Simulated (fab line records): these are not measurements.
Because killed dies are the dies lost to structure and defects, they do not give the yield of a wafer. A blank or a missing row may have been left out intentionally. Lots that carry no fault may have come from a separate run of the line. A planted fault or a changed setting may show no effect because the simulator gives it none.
Problem report in the 8D (eight disciplines) form, filled by code | flow n5Finfet | the parts of the form that need people (team, actions taken, sign-off) are left out

1. WHAT WENT WRONG
Mean of oesProductAu at N5_DUMMY_GATE_ETCH_32: 1.308 a.u. across 2 wafers in 2 lots; on wafers with no fault it is 0.994 a.u. (standard deviation 0.025). Measured from the usual mean, that is +13 standard deviations.
The step: etches SiO2 in CF4, target depth 3.5 nm, time 3.9 s.
First seen on wafer L798.5, day 5 10:54, on rieSi-02. At this step, 16 wafers from 6 lots have a number in the record. The rule behind "out" and "out of limits": a value lying over 4 standard deviations away from the usual mean. Any other wafer with a number is counted as sound.

2. WHAT IT IS, WHAT IT ISN'T
question                    | is               | is not
which readings at this step | oesProductAu     | drypumpMotorCurrentA, throttleValvePct
which lots                  | L798, L800       | L791, L795, L809, L810
which wafers of those lots  | L798.5, L800.5   | L798.1, L798.4, L800.1, L800.4
read on which tools         | rieSi-02         | rieSi-03, rieSi-06
when                        | from day 5 10:54 | up to then (6 sound wafers); but 8 sound wafers of L800, L809, L810 came after

3. THE SUSPECTS, EACH WITH WHAT RULES IT OUT
Counting: a tool at a process step up to the reading stays a suspect if it ran every lot that is out. Sound lots after the first of them don't rule it out here, since some wafers of a struck lot are sound.
- rieDiel-06 at N5_DUMMY_GATE_ETCH_31 (etches SiO2 in C4F6/O2, target depth 82.5 nm, time 27.5 s): kept. It ran every lot that is out, first L798 (day 5 10:40).
- rieSi-02 at N5_DUMMY_GATE_ETCH_32 (etches SiO2 in CF4, target depth 3.5 nm, time 3.9 s): kept. Ran every lot that is out, first one L798 (day 5 10:54); last sound lot up to then L791 (day 3 16:51). Out on those wafers are its own readings of oesProductAu.
- rieSi-02, N5_DUMMY_GATE_ETCH_32: wafers that are out in chamber 1, sound lot-mates in chambers 0, 2.
What counting leaves: rieDiel-06 at N5_DUMMY_GATE_ETCH_31 and rieSi-02 at N5_DUMMY_GATE_ETCH_32.

4. THE CAUSE (what the simulator had put in)
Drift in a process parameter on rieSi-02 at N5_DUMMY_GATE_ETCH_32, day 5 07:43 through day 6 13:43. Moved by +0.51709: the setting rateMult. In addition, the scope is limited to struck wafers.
Counting left 2 suspects, and this tool is among them.

5. THE EFFECT CHAIN, in route order
Rows list readings where the struck wafers' mean (over those with a number) sits beyond 3 standard deviations from the usual. Readings are gone through only where the record gives a usual standard deviation; hours: the median, over the lots, of the time from a lot's start at the first step in this table giving one to that lot's start at this step; sigmas: the change measured in usual standard deviations.
hours | step                  | reading      | usual      | on struck wafers | change | sigmas
0     | N5_DUMMY_GATE_ETCH_32 | oesProductAu | 0.994 a.u. | 1.308            | +0.315 | +13
The process steps in it:
- N5_DUMMY_GATE_ETCH_32: etches SiO2 in CF4, target depth 3.5 nm, time 3.9 s.
At these later measuring or inspecting steps, every struck wafer for which the step has a row has a number for every such reading, and none has moved that far: N5_DUMMY_GATE_CD_MEAS_24.

6. WHAT WOULD HAVE CAUGHT IT SOONER
The fault began at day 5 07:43; the first out-of-limits reading in this record came at day 5 10:54, 3 hours later.
